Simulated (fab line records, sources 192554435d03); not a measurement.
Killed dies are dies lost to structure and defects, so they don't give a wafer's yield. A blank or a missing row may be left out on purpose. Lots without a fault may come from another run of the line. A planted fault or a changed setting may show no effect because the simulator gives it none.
fab line records | flow n5_finfet
record lots=5 wafers=15 last_day=19
route steps=1938 shown BEOL_M10@1521 BEOL_M11@1536
lots that met no fault: from a run of the same line without faults
start_h: hours from the record's first day to the start of the lot's first wafer shown | wait_h: hours since the lot's step before | " the same as in the row above | L1.1+2: a row that stands for several wafers | - no value, or no start given | * or withheld: withheld | < > ~ a bound
route shown NAME@n: a module of which the file shows steps, and the number in the route of the first | usual: mean/standard deviation of fault-free wafers | same: alike in all rows | chamber/n: place in a boat | sites: the reading at each site | _std_site: their standard deviation | _edge_site: outer sites' mean less inner sites' | radius_mm: how far each site lies from the wafer's centre | mask NAME#n: copy n | behind: the tool/chamber that last shaped the wafer | hold: why the lot was held/for how many hours/how that ended | device: the transistor (n, p or np) that didn't switch | end of line: the same wafers' tests at the end of the route | a step without rows: its recipe alone | killed: dies lost to structure and defects at the first sort, not the wafer's yield | map: a wafer's dies, x killed, . not, _ none there
set.NAME: the setting as run; set.NAME@STEP: as run at that earlier step | model.NAME: the simulator's own value behind a step, which no gauge read
lots at some steps of the route; a table a step, a row a wafer
services: from which hour (start_h, from the record's first day; less than 0 if before it) a tool's chamber was out of use, for how many hours, and why
## steps
# step N5_BEOL_M10_CURE_72
# recipe temp_c=370 time_s=120 ambient=DMADMS/He material=SiCOH_lowk
# usual lamp_power_pct=52.32/0.056 wafer_temp_C_max=372.1/0.76
# columns lot.wafer tool chamber start_h wait_h lamp_power_pct wafer_temp_C_max
L083.1 uv_cure-01 2 311.68 0.0 52.34 371.5
L083.2 " 2 " " 52.34 371.4
L083.3 " 2 " " 52.42 371.0
L088.1 uv_cure-01 0 345.17 0.0 52.28 372.1
L088.2 " 0 " " 52.26 372.1
L088.3 " 0 " " 52.22 371.8
L085.1 uv_cure-03 0 345.72 0.0 52.36 372.9
L085.4 " 0 " " 52.34 371.6
L085.6 " 0 " " 52.31 372.3
L092.1 uv_cure-01 0 381.20 0.0 52.34 371.7
L092.3 " 0 " " 52.40 372.0
L092.5 " 0 " " 52.37 372.2
L095.1 uv_cure-02 1 393.95 0.0 52.31 373.0
L095.2 " 1 " " 52.33 373.9
L095.5 " 1 " " 52.32 371.9
# step N5_BEOL_M10_DEGAS_44
# recipe ambient=vacuum temp_c=250 time_s=60
# usual heater_power_w=339/44
# columns lot.wafer tool chamber start_h wait_h heater_power_w
L083.1 pvd_sputter-03 - 312.41 0.7 325
L083.2 " - " " 353
L083.3 " - " " 367
L088.1 pvd_sputter-02 - 345.89 0.7 269
L088.2 " - " " 330
L088.3 " - " " 323
L085.1 pvd_sputter-01 - 346.39 0.6 363
L085.4 " - " " 326
L085.6 " - " " 417
L092.1 pvd_sputter-01 - 382.06 0.8 313
L092.3 " - " " 358
L092.5 " - " " 322
L095.1 pvd_sputter-03 - 394.31 0.3 378
L095.2 " - " " 239
L095.5 " - " " 319
# step N5_BEOL_M10_PRE_CLEAN_45
# recipe gas=H2/He time_s=30 temp_c=250
# usual heater_power_w=339/46
# columns lot.wafer tool chamber start_h wait_h heater_power_w
L083.1 pvd_sputter-03 - 312.45 0.0 330
L083.2 " - " " 361
L083.3 " - " " 367
L088.1 pvd_sputter-02 - 345.93 0.0 272
L088.2 " - " " 342
L088.3 " - " " 331
L085.1 pvd_sputter-01 - 346.43 0.0 365
L085.4 " - " " 331
L085.6 " - " " 432
L092.1 pvd_sputter-01 - 382.10 0.0 314
L092.3 " - " " 360
L092.5 " - " " 325
L095.1 pvd_sputter-03 - 394.35 0.0 367
L095.2 " - " " 241
L095.5 " - " " 326
# step N5_BEOL_M10_ALD_74
# recipe material=TaN target_thk_a=20 temp_c=275 ald_precursor_family=PDMAT ald_co_reactant=NH3 pressure_torr=3 carrier_flow_sccm=1500 pulse_time_s=2 purge_time_s=3 co_reactant_purge_time_s=2 co_reactant_pulse_time_s=3 ald_cycles=40 precursor_vessel_temp_c=75 precursor_vessel_pressure_torr=26.25 precursor_vessel_carrier_sccm=1000
# usual chamber_pressure_Torr=2.999/0.0066 heater_power_w=396/28
# same pulse_time_s=2 purge_time_s=3
# columns lot.wafer tool chamber start_h wait_h chamber_pressure_Torr heater_power_w
L083.1 ald_metal-02 2 312.66 0.2 3.004 413
L083.2 " 1 " " 3.000 425
L083.3 " 0 " " 2.995 382
L088.1 ald_metal-01 0 345.99 0.0 3.000 353
L088.2 " 2 " " 3.002 377
L088.3 " 1 " " 2.992 379
L085.1 ald_metal-01 0 346.49 0.0 2.985 352
L085.4 " 1 " " 3.010 385
L085.6 " 0 " " 2.990 359
L092.1 ald_metal-01 1 382.35 0.2 3.000 379
L092.3 " 3 " " 2.994 439
L092.5 " 1 " " 3.001 387
L095.1 ald_metal-02 3 394.41 0.0 2.982 394
L095.2 " 2 " " 3.000 412
L095.5 " 1 " " 2.995 421
# step N5_BEOL_M10_SURFACE_TREAT_76
# recipe gas=Ar time_s=* ion_energy_ev=* ion_current_ma_cm2=0.5 pressure_mtorr=* ar_flow_sccm=30
# usual throttle_valve_pct=*
# columns lot.wafer tool chamber start_h wait_h throttle_valve_pct
L083.1 pvd_sputter-03 - 313.03 0.2 *
L083.2 " - " " *
L083.3 " - " " *
L088.1 pvd_sputter-02 - 346.33 0.2 *
L088.2 " - " " *
L088.3 " - " " *
L085.1 pvd_sputter-03 - 346.82 0.2 *
L085.4 " - " " *
L085.6 " - " " *
L092.1 pvd_sputter-02 - 382.78 0.3 *
L092.3 " - " " *
L092.5 " - " " *
L095.1 pvd_sputter-02 - 394.73 0.2 *
L095.2 " - " " *
L095.5 " - " " *
# step N5_BEOL_M10_CVD_75
# recipe material=Co target_thk_a=20 temp_c=withheld precursor=CCTBA/H2 pressure_torr=30 time_s=138.9
# usual chamber_pressure_Torr=30.00/0.063
# columns lot.wafer tool chamber start_h wait_h chamber_pressure_Torr
L083.1 cvd_co-01 1 313.09 0.0 29.94
L083.2 " 2 " " 29.91
L083.3 " 0 " " 30.00
L088.1 cvd_co-01 2 346.47 0.1 30.05
L088.2 " 0 " " 30.04
L088.3 " 0 " " 30.01
L085.1 cvd_co-01 2 346.91 0.1 29.99
L085.4 " 2 " " 30.05
L085.6 " 0 " " 29.99
L092.1 cvd_co-01 2 382.84 0.0 30.08
L092.3 " 1 " " 30.10
L092.5 " 1 " " 29.89
L095.1 cvd_co-01 2 394.94 0.2 29.97
L095.2 " 1 " " 30.10
L095.5 " 1 " " 30.04
# step N5_BEOL_M10_SPUTTER_48
# recipe material=Cu target_thk_a=120 temp_c=-20 bias_v=60 power_w=26000 chamber_pressure_pa=0.13 time_s=2
# usual throttle_valve_pct=29.6/1.5
# columns lot.wafer tool chamber start_h wait_h throttle_valve_pct
L083.1 pvd_sputter-03 - 313.31 0.2 28.5
L083.2 " - " " 27.3
L083.3 " - " " 29.7
L088.1 pvd_sputter-02 - 346.79 0.3 31.2
L088.2 " - " " 31.1
L088.3 " - " " 27.2
L085.1 pvd_sputter-01 - 347.07 0.1 30.7
L085.4 " - " " 29.7
L085.6 " - " " 30.9
L092.1 pvd_sputter-03 - 382.98 0.1 29.8
L092.3 " - " " 28.5
L092.5 " - " " 27.2
L095.1 pvd_sputter-01 - 395.24 0.3 29.7
L095.2 " - " " 30.7
L095.5 " - " " 28.6
# step N5_BEOL_M10_ECD_50
# recipe material=Cu target_thk_a=3180
# columns lot.wafer tool chamber start_h wait_h
L083.1+2+3 ecd_cu-01 1,0,1 313.43 0.1
L088.1+2+3 ecd_cu-02 0,1,1 346.96 0.1
L085.1+4+6 ecd_cu-01 1,0,1 347.19 0.1
L092.1+3+5 ecd_cu-01 0 383.10 0.1
L095.1+2+5 ecd_cu-02 1,0,0 395.36 0.1
# step N5_BEOL_M10_ANNEAL_51
# recipe temp_c=225 time_s=90 ambient=N2
# usual anneal_temp_c_max=226.16/0.25 wafer_temp_C_max=225.94/0.26
# columns lot.wafer tool chamber start_h wait_h anneal_temp_c_max wafer_temp_C_max
L083.1 rtp_anneal-01 0 313.54 0.1 226.33 226.05
L083.2 " 0 " " 226.00 226.14
L083.3 " 0 " " 226.24 226.00
L088.1 rtp_anneal-02 0 347.24 0.2 226.30 226.24
L088.2 " 0 " " 226.71 226.16
L088.3 " 0 " " 226.44 226.05
L085.1 rtp_anneal-01 0 347.63 0.4 226.23 225.99
L085.4 " 0 " " 225.82 225.83
L085.6 " 0 " " 226.52 226.07
L092.1 rtp_anneal-01 0 383.36 0.2 226.01 226.61
L092.3 " 0 " " 225.85 226.84
L092.5 " 0 " " 226.00 225.87
L095.1 rtp_anneal-02 0 395.47 0.1 226.41 225.81
L095.2 " 0 " " 226.29 225.76
L095.5 " 0 " " 226.55 225.89
# step N5_BEOL_M10_CMP_52
# recipe stop_on=SiCOH_lowk t_overpolish_s=7 down_force_psi=1 platen_rpm=50 clearing_platen_down_force_psi=1.5 clearing_platen_rpm=50 post_cmp_clean=cu_alkaline target_thk_nm=140 clearing_platen_pad_velocity_m_s=0.99484 pad_velocity_m_s=0.99484
# usual barrier_field_endpoint_s=29.0/0.66 clearing_platen_down_force_psi=1.500/0.003 motor_current_A=6.1/0.57 overpolish_run_s=7.000/0.009 time_to_endpoint_s=67.6/2.6
# columns lot.wafer tool chamber start_h wait_h barrier_field_endpoint_s clearing_platen_down_force_psi motor_current_A overpolish_run_s time_to_endpoint_s
L083.3 cmp-03 1 313.83 0.2 29.0 1.497 5.4 6.997 68.9
L083.1 " 2 " " 28.8 1.508 6.6 6.995 69.5
L083.2 " 3 " " 28.3 1.500 6.8 7.001 65.6
L088.2 cmp-03 1 347.54 0.2 29.0 1.499 5.5 7.002 65.1
L088.1 " 3 " " 28.3 1.498 6.6 7.009 63.2
L088.3 " 0 " " 29.3 1.500 6.0 7.007 66.4
L085.4 cmp-02 3 347.92 0.1 29.1 1.502 5.9 7.011 68.9
L085.1 " 1 " " 28.2 1.496 5.6 6.996 66.6
L085.6 " 3 " " 28.3 1.499 5.6 7.005 65.6
L092.3 cmp-02 3 383.94 0.3 29.6 1.501 5.8 6.981 69.5
L092.1 " 1 " " 28.9 1.497 5.3 7.003 67.7
L092.5 " 0 " " 28.8 1.502 5.6 6.998 67.4
L095.2 cmp-03 2 395.77 0.2 28.7 1.496 7.6 7.000 64.8
L095.1 " 3 " " 28.2 1.504 6.6 7.004 62.5
L095.5 " 2 " " 28.8 1.498 6.7 6.989 64.5
# step N5_BEOL_M10_THK_MEAS_53
# recipe thk_meas_gauge=xrf reads=Cu_of_BEOL_M10_ECD_50
# usual M10_THK=136/3
# columns lot.wafer tool chamber start_h wait_h M10_THK[nm]
L083.1 film_metro-01 - 314.13 - 133
L083.2 " - " " 137
L083.3 " - " " 137
L088.1 film_metro-02 - 347.83 - 134
L088.2 " - " " 134
L088.3 " - " " 138
L085.1 film_metro-02 - 348.22 - 137
L085.4 " - " " 133
L085.6 " - " " 132
L092.1 film_metro-02 - 384.24 - 138
L092.3 " - " " 137
L092.5 " - " " 138
L095.1 film_metro-02 - 396.06 - 141
L095.2 " - " " 138
L095.5 " - " " 138
# step N5_BEOL_M10_PRE_CLEAN_55
# recipe gas=NH3 time_s=15 temp_c=withheld rf_power_w=300
# usual rf_fwd_power_W=294.7/1.6
# columns lot.wafer tool chamber start_h wait_h rf_fwd_power_W
L083.1 pecvd-04 2 314.16 0.0 294.9
L083.2 " 1 " " 296.2
L083.3 " 0 " " 292.5
L088.1 pecvd-04 0 347.87 0.0 292.4
L088.2 " 1 " " 293.9
L088.3 " 2 " " 294.1
L085.1 pecvd-02 2 348.26 0.0 294.9
L085.4 " 2 " " 295.3
L085.6 " 1 " " 294.1
L092.1 pecvd-02 0 384.27 0.0 297.6
L092.3 " 0 " " 298.1
L092.5 " 2 " " 295.9
L095.1 pecvd-04 1 396.10 0.0 294.7
L095.2 " 2 " " 295.9
L095.5 " 2 " " 294.9
# step N5_BEOL_M10_DEP_56
# recipe material=SiCN target_thk_a=150 temp_c=withheld precursor=3MS/NH3 pressure_torr=3 rf_w=202 time_s=26.5
# usual chamber_pressure_Torr=3.000/0.0068 rf_fwd_power_W=199.8/0.92 showerhead_plenum_p_Torr=3.660/0.016 throttle_valve_pct=9.0/0.59
# columns lot.wafer tool chamber start_h wait_h chamber_pressure_Torr rf_fwd_power_W showerhead_plenum_p_Torr throttle_valve_pct
L083.1 pecvd-04 2 314.19 0.0 2.999 199.0 3.667 8.3
L083.2 " 1 " " 3.018 199.7 3.629 8.9
L083.3 " 0 " " 2.991 199.3 3.662 8.9
L088.1 pecvd-04 0 347.89 0.0 3.001 198.8 3.656 9.1
L088.2 " 1 " " 2.991 199.4 3.637 9.0
L088.3 " 2 " " 3.004 199.4 3.664 8.0
L085.1 pecvd-02 2 348.28 0.0 2.998 199.7 3.644 9.2
L085.4 " 2 " " 2.995 200.7 3.641 9.2
L085.6 " 1 " " 3.000 199.2 3.675 9.1
L092.1 pecvd-02 0 384.31 0.0 2.990 201.4 3.649 8.9
L092.3 " 0 " " 3.003 201.0 3.651 9.1
L092.5 " 2 " " 2.992 201.1 3.650 9.0
L095.1 pecvd-04 1 396.12 0.0 3.008 200.1 3.641 9.1
L095.2 " 2 " " 3.008 201.2 3.664 8.1
L095.5 " 2 " " 2.993 201.0 3.663 8.0
# step N5_BEOL_M10_RS_MEAS_57
# recipe thk_meas_gauge=four-point-probe reads=Cu_of_BEOL_M10_ECD_50+Co_of_BEOL_M10_CVD_75+TaN_of_BEOL_M10_ALD_74
# usual M10_RS=0.151/0.0036
# columns lot.wafer tool chamber start_h wait_h M10_RS[ohm/sq]
L083.1 film_metro-02 - 314.26 0.1 0.155
L083.2 " - " " 0.150
L083.3 " - " " 0.150
L088.1 film_metro-01 - 347.96 0.1 0.152
L088.2 " - " " 0.153
L088.3 " - " " 0.149
L085.1 film_metro-01 - 348.36 0.1 0.150
L085.4 " - " " 0.155
L085.6 " - " " 0.156
L092.1 film_metro-01 - 384.41 0.1 0.148
L092.3 " - " " 0.150
L092.5 " - " " 0.148
L095.1 film_metro-01 - 396.19 0.1 0.146
L095.2 " - " " 0.149
L095.5 " - " " 0.150
# step N5_BEOL_M10_INSPECT_58
# recipe inspect_instrument=darkfield mode=post_dep
# usual raw_defect_count=81/27
# columns lot.wafer tool chamber start_h wait_h raw_defect_count
L083.1 defect_inspect-02 - 314.29 0.0 28
L083.2 " - " " 128
L083.3 " - " " 67
L088.1 defect_inspect-01 - 347.99 0.0 61
L088.2 " - " " 45
L088.3 " - " " 56
L085.1 defect_inspect-01 - 348.38 0.0 108
L085.4 " - " " 115
L085.6 " - " " 80
L092.1 defect_inspect-01 - 384.43 0.0 90
L092.3 " - " " 112
L092.5 " - " " 68
L095.1 defect_inspect-01 - 396.22 0.0 83
L095.2 " - " " 84
L095.5 " - " " 72
# step N5_BEOL_M11_ILD_DEP_00
# recipe material=SiCOH_lowk target_thk_a=3085.1 temp_c=300 precursor=DEMS/porogen pressure_torr=5 rf_w=500 time_s=58
# usual chamber_pressure_Torr=4.999/0.012 heater_power_w=313/47 rf_fwd_power_W=496.7/1.8 showerhead_plenum_p_Torr=5.727/0.015 throttle_valve_pct=13.8/0.66
# columns lot.wafer tool chamber start_h wait_h chamber_pressure_Torr heater_power_w rf_fwd_power_W showerhead_plenum_p_Torr throttle_valve_pct
L083.1 pecvd-03 1 314.33 0.0 4.979 338 499.6 5.736 14.2
L083.2 " 2 " " 4.993 220 494.7 5.710 13.2
L083.3 " 0 " " 4.983 372 496.6 5.709 14.5
L088.1 pecvd-02 2 348.03 0.0 4.995 331 496.8 5.716 14.0
L088.2 " 1 " " 5.001 289 495.5 5.749 13.8
L088.3 " 0 " " 4.989 284 499.1 5.712 13.8
L085.1 pecvd-04 2 348.42 0.0 5.029 260 496.2 5.728 12.3
L085.4 " 2 " " 5.023 268 495.9 5.744 12.0
L085.6 " 1 " " 4.987 343 492.6 5.705 13.8
L092.1 pecvd-03 0 384.48 0.0 5.009 391 495.4 5.720 14.5
L092.3 " 2 " " 5.007 202 497.5 5.719 13.2
L092.5 " 0 " " 5.017 383 496.0 5.708 14.6
L095.1 pecvd-04 1 396.26 0.0 4.990 323 493.4 5.719 13.7
L095.2 " 0 " " 4.985 346 492.9 5.729 13.8
L095.5 " 1 " " 4.977 339 494.6 5.709 13.8
# step N5_BEOL_M11_CURE_71
# recipe temp_c=385 time_s=240 ambient=He/Ar material=SiCOH_lowk
# usual lamp_power_pct=52.32/0.054 wafer_temp_C_max=387.0/0.81
# columns lot.wafer tool chamber start_h wait_h lamp_power_pct wafer_temp_C_max
L083.1 uv_cure-01 1 314.40 0.0 52.25 387.8
L083.2 " 1 " " 52.27 388.9
L083.3 " 1 " " 52.36 388.3
L088.1 uv_cure-01 1 348.11 0.0 52.32 387.4
L088.2 " 1 " " 52.23 387.2
L088.3 " 1 " " 52.29 388.4
L085.1 uv_cure-03 2 348.50 0.0 52.31 386.9
L085.4 " 2 " " 52.29 387.1
L085.6 " 2 " " 52.22 386.9
L092.1 uv_cure-03 0 384.73 0.2 52.27 387.1
L092.3 " 0 " " 52.37 387.4
L092.5 " 0 " " 52.26 387.1
L095.1 uv_cure-01 0 396.34 0.0 52.33 388.0
L095.2 " 0 " " 52.41 387.9
L095.5 " 0 " " 52.39 387.1
# step N5_BEOL_M11_THK_MEAS_01
# recipe reads=SiCOH_lowk_of_BEOL_M11_ILD_DEP_00
# usual M11_ILD_THK=268/3
# columns lot.wafer tool chamber start_h wait_h M11_ILD_THK[nm]
L083.1 film_metro-01 - 314.92 0.4 270
L083.2 " - " " 268
L083.3 " - " " 268
L088.1 film_metro-01 - 348.62 0.4 262
L088.2 " - " " 262
L088.3 " - " " 262
L085.1 film_metro-01 - 349.01 0.4 264
L085.4 " - " " 272
L085.6 " - " " 270
L092.1 film_metro-01 - 385.25 0.4 267
L092.3 " - " " 267
L092.5 " - " " 270
L095.1 film_metro-01 - 396.85 0.4 263
L095.2 " - " " 264
L095.5 " - " " 270
# step N5_BEOL_M11_PECVD_70
# recipe material=SiO2 target_thk_a=200 temp_c=400 precursor=TEOS/O2 pressure_torr=5.5 rf_w=450 teos_flow_sccm=53.8 gas=O2 flow_sccm=3000 time_s=22.7
# usual chamber_pressure_Torr=5.501/0.013 heater_power_w=723/93 rf_fwd_power_W=445.4/1.9 showerhead_plenum_p_Torr=8.73/0.058 throttle_valve_pct=22.5/1
# columns lot.wafer tool chamber start_h wait_h chamber_pressure_Torr heater_power_w rf_fwd_power_W showerhead_plenum_p_Torr throttle_valve_pct
L083.1 pecvd-03 1 314.95 0.0 5.482 717 446.7 8.69 23.5
L083.2 " 0 " " 5.496 753 443.8 8.74 23.5
L083.3 " 2 " " 5.503 527 447.0 8.68 20.9
L088.1 pecvd-04 0 348.66 0.0 5.507 698 442.9 8.77 22.5
L088.2 " 1 " " 5.497 745 443.5 8.65 22.3
L088.3 " 2 " " 5.487 639 445.5 8.78 20.3
L085.1 pecvd-02 2 349.05 0.0 5.513 682 444.8 8.71 22.5
L085.4 " 2 " " 5.523 697 444.3 8.69 22.4
L085.6 " 1 " " 5.527 651 443.2 8.88 22.5
L092.1 pecvd-04 1 385.28 0.0 5.507 787 443.0 8.66 22.2
L092.3 " 2 " " 5.488 730 445.4 8.81 20.3
L092.5 " 0 " " 5.503 806 442.6 8.73 22.6
L095.1 pecvd-04 1 396.89 0.0 5.496 760 443.8 8.65 22.4
L095.2 " 2 " " 5.493 728 445.2 8.81 20.2
L095.5 " 0 " " 5.503 797 443.7 8.77 22.3
# step N5_BEOL_M11_HM_DEP_02
# recipe material=TiN target_thk_a=200 temp_c=25 chamber_pressure_pa=0.49996
# usual throttle_valve_pct=29.6/1.6
# columns lot.wafer tool chamber start_h wait_h throttle_valve_pct
L083.1 pvd_sputter-03 - 315.45 0.5 28.6
L083.2 " - " " 32.4
L083.3 " - " " 29.3
L088.1 pvd_sputter-01 - 351.64 3.0 30.8
L088.2 " - " " 29.1
L088.3 " - " " 29.0
L085.1 pvd_sputter-03 - 351.69 2.6 32.4
L085.4 " - " " 27.3
L085.6 " - " " 29.5
L092.1 pvd_sputter-01 - 387.28 2.0 29.1
L092.3 " - " " 28.8
L092.5 " - " " 29.7
L095.1 pvd_sputter-02 - 397.47 0.6 29.4
L095.2 " - " " 31.1
L095.5 " - " " 31.0
# step N5_BEOL_M11_COAT_59
# recipe resist=SOC temp_c=250 time_s=60 spin_rpm=1500 resist_thk_nm=100
# usual dispense_pressure_kPa=52.4/0.86
# columns lot.wafer tool chamber start_h wait_h dispense_pressure_kPa
L083.1 litho_track-01 0 315.57 0.1 51.2
L083.2 " 0 " " 51.2
L083.3 " 0 " " 51.2
L088.1 litho_track-04 0 351.76 0.1 52.9
L088.2 " 0 " " 52.9
L088.3 " 0 " " 52.9
L085.1 litho_track-01 0 351.81 0.1 51.1
L085.4 " 0 " " 51.1
L085.6 " 0 " " 51.1
L092.1 litho_track-01 0 387.41 0.1 51.1
L092.3 " 0 " " 51.1
L092.5 " 0 " " 51.2
L095.1 litho_track-04 0 397.60 0.1 53.0
L095.2 " 0 " " 52.9
L095.5 " 0 " " 52.9
# step N5_BEOL_M11_COAT_60
# recipe resist=SiARC temp_c=220 time_s=60 spin_rpm=1500 resist_thk_nm=30
# usual dispense_pressure_kPa=52.3/0.84
# columns lot.wafer tool chamber start_h wait_h dispense_pressure_kPa
L083.1 litho_track-01 0 - - 51.1
L083.2 " 0 " " 51.1
L083.3 " 0 " " 51.1
L088.1 litho_track-04 0 - - 52.8
L088.2 " 0 " " 52.8
L088.3 " 0 " " 52.9
L085.1 litho_track-01 0 - - 51.1
L085.4 " 0 " " 51.1
L085.6 " 0 " " 51.1
L092.1 litho_track-01 0 - - 51.1
L092.3 " 0 " " 51.1
L092.5 " 0 " " 51.1
L095.1 litho_track-04 0 - - 52.8
L095.2 " 0 " " 52.8
L095.5 " 0 " " 52.8
# step N5_BEOL_M11_COAT_05
# recipe resist=CAR-ArF spin_rpm=1500 resist_thk_nm=90
# usual dispense_pressure_kPa=52.4/0.84
# columns lot.wafer tool chamber start_h wait_h dispense_pressure_kPa
L083.1 litho_track-01 0 - - 51.2
L083.2 " 0 " " 51.2
L083.3 " 0 " " 51.2
L088.1 litho_track-04 0 - - 52.9
L088.2 " 0 " " 52.9
L088.3 " 0 " " 52.9
L085.1 litho_track-01 0 - - 51.1
L085.4 " 0 " " 51.2
L085.6 " 0 " " 51.2
L092.1 litho_track-01 0 - - 51.2
L092.3 " 0 " " 51.2
L092.5 " 0 " " 51.2
L095.1 litho_track-04 0 - - 52.9
L095.2 " 0 " " 52.9
L095.5 " 0 " " 52.9
# step N5_BEOL_M11_EBR_07
# recipe solvent=PGMEA ebr_width_mm=1.5
# columns lot.wafer tool chamber start_h wait_h
L083.1+2+3 litho_track-01 0 - -
L088.1+2+3 litho_track-04 0 - -
L085.1+4+6 litho_track-01 0 - -
L092.1+3+5 litho_track-01 0 - -
L095.1+2+5 litho_track-04 0 - -
# step N5_BEOL_M11_SOFTBAKE_06
# recipe temp_c=110 time_s=60 resist=CAR-ArF
# columns lot.wafer tool chamber start_h wait_h
L083.1+2+3 litho_track-01 0 - -
L088.1+2+3 litho_track-04 0 - -
L085.1+4+6 litho_track-01 0 - -
L092.1+3+5 litho_track-01 0 - -
L095.1+2+5 litho_track-04 0 - -
# step N5_BEOL_M11_EXPOSE_08
# recipe mask_id=M11 na=1.35 source_shape=dipole sigma_inner=0.411 sigma_outer=0.611 polarization=te dose_mj=53.75
# columns lot.wafer tool chamber start_h wait_h mask
L083.1+2+3 arfi_scanner-01 0 315.69 - M11#0
L088.1+2+3 arfi_scanner-03 0 352.01 - M11#0
L085.1+4+6 arfi_scanner-02 0 352.17 - M11#0
L092.1+3+5 arfi_scanner-03 0 387.53 - M11#0
L095.1+2+5 arfi_scanner-03 0 397.84 - M11#0
# step N5_BEOL_M11_PEB_09
# recipe peb_temp_c=withheld peb_time_s=60 resist=CAR-ArF
# columns lot.wafer tool chamber start_h wait_h
L083.1+2+3 litho_track-02 0 315.75 0.1
L088.1+2+3 litho_track-04 0 352.07 0.1
L085.1+4+6 litho_track-02 0 352.23 0.1
L092.1+3+5 litho_track-02 0 387.58 0.1
L095.1+2+5 litho_track-01 0 397.90 0.1
# step N5_BEOL_M11_DEVELOP_10
# recipe develop_time_s=30 developer=TMAH resist=CAR-ArF rinse_liquid=diw dry=air_spin dev_temp_c=23
# columns lot.wafer tool chamber start_h wait_h
L083.1+2+3 litho_track-02 0 - -
L088.1+2+3 litho_track-04 0 - -
L085.1+4+6 litho_track-02 0 - -
L092.1+3+5 litho_track-02 0 - -
L095.1+2+5 litho_track-01 0 - -
# step N5_BEOL_M11_CD_MEAS_11
# recipe target_cd_nm=64.1 landing_energy_ev=500 detector=se_inlens polarity=opening
# usual cd_nm=64.0/0.45
# same landing_energy_ev=500
# columns lot.wafer tool chamber start_h wait_h cd_nm
L083.1 cd_sem-01 0 315.82 - 64.4
L083.2 " 0 " " 64.3
L083.3 " 0 " " 64.2
L088.1 cd_sem-01 0 352.13 - 63.9
L088.2 " 0 " " 63.4
L088.3 " 0 " " 63.9
L085.1 cd_sem-03 0 352.30 - 64.2
L085.4 " 0 " " 64.8
L085.6 " 0 " " 64.1
L092.1 cd_sem-01 0 387.65 - 64.4
L092.3 " 0 " " 64.8
L092.5 " 0 " " 64.0
L095.1 cd_sem-03 0 397.96 - 63.2
L095.2 " 0 " " 63.2
L095.5 " 0 " " 63.7
# step N5_BEOL_M11_OVL_MEAS_12
# recipe points_per_wafer=44
# usual M11_OVL=-0.2/0.85
# columns lot.wafer tool chamber start_h wait_h M11_OVL[nm]
L083.1 overlay-01 0 315.85 0.0 -0.5
L083.2 " 0 " " -0.7
L083.3 " 0 " " -0.3
L088.1 overlay-01 0 352.16 0.0 0.5
L088.2 " 0 " " -0.2
L088.3 " 0 " " -1.0
L085.1 overlay-01 0 352.33 0.0 0.0
L085.4 " 0 " " -0.7
L085.6 " 0 " " -0.8
L092.1 overlay-01 0 387.68 0.0 1.4
L092.3 " 0 " " 1.3
L092.5 " 0 " " 0.3
L095.1 overlay-02 0 397.99 0.0 -0.2
L095.2 " 0 " " 0.1
L095.5 " 0 " " 0.3
# step N5_BEOL_M11_INSPECT_13
# recipe mode=adi inspect_instrument=brightfield
# usual raw_defect_count=466/92
# columns lot.wafer tool chamber start_h wait_h raw_defect_count
L083.1 defect_inspect-01 - 315.87 0.0 554
L083.2 " - " " 534
L083.3 " - " " 496
L088.1 defect_inspect-01 - 352.19 0.0 342
L088.2 " - " " 458
L088.3 " - " " 471
L085.1 defect_inspect-01 - 352.35 0.0 725
L085.4 " - " " 591
L085.6 " - " " 561
L092.1 defect_inspect-01 - 387.71 0.0 406
L092.3 " - " " 468
L092.5 " - " " 332
L095.1 defect_inspect-01 - 398.02 0.0 420
L095.2 " - " " 407
L095.5 " - " " 457
# step N5_BEOL_M11_DESCUM_16
# recipe chemistry=O2 time_s=7.9 source_power_w=50 bias_power_w=20 pressure_mtorr=20 rf_frequency_hz=2.712e+07 temp_c=40 resist=CAR-ArF o2_flow_sccm=225
# usual chamber_pressure_mTorr=20.002/0.017 drypump_motor_current_A=5.7/0.47 oes_product_au=0.81/0.076 rf_fwd_power_W=49.34/0.21 rf_vpp_V=243.0/1.6 showerhead_plenum_p_Torr=2.08/0.087 throttle_valve_pct=20.33/0.2
# columns lot.wafer tool chamber start_h wait_h chamber_pressure_mTorr drypump_motor_current_A oes_product_au rf_fwd_power_W rf_hours_counter_h rf_vpp_V showerhead_plenum_p_Torr throttle_valve_pct
L083.1 rie_diel-04 0 315.91 0.0 19.985 5.1 0.78 49.51 102 241.9 2.01 20.52
L083.2 " 2 " " 19.959 6.0 1.01 49.22 2 244.3 2.15 20.00
L083.3 " 3 " " 20.023 6.4 0.75 49.51 163 241.2 1.91 20.29
L088.1 rie_diel-02 2 352.22 0.0 20.002 5.4 0.88 49.27 53 242.9 2.13 20.28
L088.2 " 1 " " 20.006 4.9 0.83 49.09 64 242.2 2.03 20.20
L088.3 " 3 " " 19.997 6.2 0.79 49.42 124 243.4 2.11 20.16
L085.1 rie_diel-04 1 352.63 0.3 20.004 5.5 0.73 49.37 191 243.2 2.07 20.38
L085.4 " 3 " " 20.005 6.4 0.74 49.52 177 240.9 1.91 20.32
L085.6 " 0 " " 20.016 5.1 0.78 49.64 - 241.8 2.01 20.52
L092.1 rie_diel-04 0 388.03 0.3 19.981 5.1 0.76 49.57 127 242.8 2.00 20.54
L092.3 " 1 " " 20.011 5.4 0.71 49.21 200 241.6 2.07 20.42
L092.5 " 3 " " 19.999 6.4 0.73 49.53 - 238.9 1.91 20.32
L095.1 rie_diel-01 2 398.05 0.0 20.014 6.0 0.84 49.38 66 243.5 2.21 20.06
L095.2 " 3 " " 20.040 5.4 1.00 48.91 0 243.6 2.15 20.40
L095.5 " 1 " " 20.007 5.8 0.83 49.41 - 245.5 2.20 20.57
## services
# columns tool chamber start_h hours kind
ald_metal-01 - 292.50 6.0 pm
pecvd-03 2 295.39 5.9 repair
rie_diel-01 - 296.25 0.3 repair
cmp-03 - 306.25 2.1 repair
arfi_scanner-03 - 309.59 1.3 pm
arfi_scanner-02 - 313.49 1.3 pm
pecvd-03 - 322.59 2.8 pm
rie_diel-01 1 325.84 14.7 repair
rie_diel-02 - 327.81 14.6 pm
cvd_co-01 - 336.36 8.9 repair
arfi_scanner-03 - 338.68 1.0 pm
cmp-03 - 342.02 4.0 pm
uv_cure-02 - 344.14 2.8 pm
ald_metal-01 2 350.55 34.0 repair
ald_metal-01 3 355.62 8.0 repair
pvd_sputter-03 - 358.43 1.8 repair
ecd_cu-02 - 358.54 1.9 repair
pecvd-03 1 367.19 6.5 repair
pecvd-02 - 370.57 2.9 repair
ecd_cu-02 - 378.16 1.7 repair
rie_diel-04 - 384.72 0.3 repair
arfi_scanner-03 - 390.34 0.9 repair
cmp-02 - 390.77 2.1 repair
cmp-02 - 396.60 0.4 repair
## key
fault none
